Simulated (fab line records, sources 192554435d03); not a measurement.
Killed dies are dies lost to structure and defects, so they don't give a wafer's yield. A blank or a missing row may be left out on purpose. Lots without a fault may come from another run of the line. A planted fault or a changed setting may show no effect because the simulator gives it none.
Split-lot experiment | flow n5_finfet | 7 lots, 21 wafers read, on a route of 1938 steps

THE SPLIT
At N5_BEOL_M0_SAQP_HM_DEP_02 (deposits TiN, target thk 12 nm), the setting target_thk_a was moved away from the recipe's 120 angstrom on 6 of the 21 wafers read, by -7.9% to +12.5%. The other wafers ran this setting at the recipe's value.

The reading is taken at the split's own step.

THE READING
TiN_of_BEOL_M0_SAQP_HM_DEP_02.thk_nm (the simulator's own value, which no gauge read), in nm, at N5_BEOL_M0_SAQP_HM_DEP_02 (deposits TiN, target thk 12 nm). The file gives no usual value for it. The 15 wafers here that ran the recipe average 12.0 nm, standard deviation 0.17 nm.

wafer  | tool, chamber at the split | target_thk_a as run, angstrom | against the recipe | TiN_of_BEOL_M0_SAQP_HM_DEP_02.thk_nm, nm | against lot-mates on the recipe
L076.2 | pvd_sputter-01, -          | 130.3                         | +8.6%              | 13.2                                     | +1.3
L076.3 | pvd_sputter-01, -          | 120                           | recipe             | 11.8                                     | -
L076.4 | pvd_sputter-01, -          | 120                           | recipe             | 12                                       | -
L078.2 | pvd_sputter-03, -          | 120                           | recipe             | 12.2                                     | -
L078.3 | pvd_sputter-03, -          | 120                           | recipe             | 12.2                                     | -
L078.5 | pvd_sputter-03, -          | 113.9                         | -5.1%              | 11.6                                     | -0.6
L079.2 | pvd_sputter-03, -          | 120                           | recipe             | 12                                       | -
L079.3 | pvd_sputter-03, -          | 120                           | recipe             | 12                                       | -
L079.5 | pvd_sputter-03, -          | 120                           | recipe             | 12                                       | -
L080.4 | pvd_sputter-01, -          | 135                           | +12.5%             | 13.8                                     | +1.5
L080.5 | pvd_sputter-01, -          | 120                           | recipe             | 12.2                                     | -
L080.6 | pvd_sputter-01, -          | 120                           | recipe             | 12.4                                     | -
L093.1 | pvd_sputter-03, -          | 120                           | recipe             | 12                                       | -
L093.3 | pvd_sputter-03, -          | 120                           | recipe             | 12                                       | -
L093.6 | pvd_sputter-03, -          | 120                           | recipe             | 12.2                                     | -
L094.3 | pvd_sputter-03, -          | 120                           | recipe             | 11.8                                     | -
L094.4 | pvd_sputter-03, -          | 110.5                         | -7.9%              | 11                                       | -0.9
L094.5 | pvd_sputter-03, -          | 120                           | recipe             | 12                                       | -
L095.2 | pvd_sputter-03, -          | 130.9                         | +9.1%              | 13                                       | +1.2
L095.3 | pvd_sputter-03, -          | 120                           | recipe             | 11.8                                     | -
L095.4 | pvd_sputter-03, -          | 130.9                         | +9.1%              | 12.8                                     | +1.0

THE FIT
A straight line over all 21 wafers: TiN_of_BEOL_M0_SAQP_HM_DEP_02.thk_nm changes by +0.12 nm for each +1% of target_thk_a; r = +0.95; the points scatter about the line by 0.19 nm.
The same after taking each lot's own level away (the mean of its wafers on the recipe; 21 wafers): +0.124 nm for each +1%; r = +0.99; scatter 0.095 nm.
On that fit, the largest move of target_thk_a shifts the reading by 1.5 nm.
The lots' own levels span 11.80 to 12.30 nm, that is 3.0 times the standard deviation above.
So the lot-to-lot level changes the slope little: the two slopes agree.
Check: with one of the wafers moved furthest among these (+12.5%) left out of the fit, the line predicts +1.58 nm for it against its lot-mates. It came out at +1.5 nm against them.

OTHER SPLITS ON THESE WAFERS
These wafers also went through other splits before the reading. Each is held against what the fit with the lots' levels taken away leaves over:
other split on the same wafers           | wafers away from the commonest value | r with TiN_of_BEOL_M0_SAQP_HM_DEP_02.thk_nm (lot level and that fit taken away)
N5_SDB_ALD_29 ald_cycles                 | 7                                    | +0.10
N5_SDB_CMP_30 down_force_psi             | 7                                    | +0.12
N5_GATE_CUT_COAT_27 spin_rpm             | 7                                    | -0.22
N5_GATE_CUT_DESCUM_18 time_s             | 4                                    | -0.01
N5_GATE_CUT_ALD_22 ald_cycles            | 4                                    | -0.52
N5_MOL_CONTACT_COAG_ALD_27 ald_cycles    | 12                                   | +0.20
N5_MOL_CONTACT_COAG_CVD_140 target_thk_a | 5                                    | -0.18

THE FILE'S OWN FIT
TiN_of_BEOL_M0_SAQP_HM_DEP_02.thk_nm changes by +0.125 nm for each +1% of target_thk_a, r = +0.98.
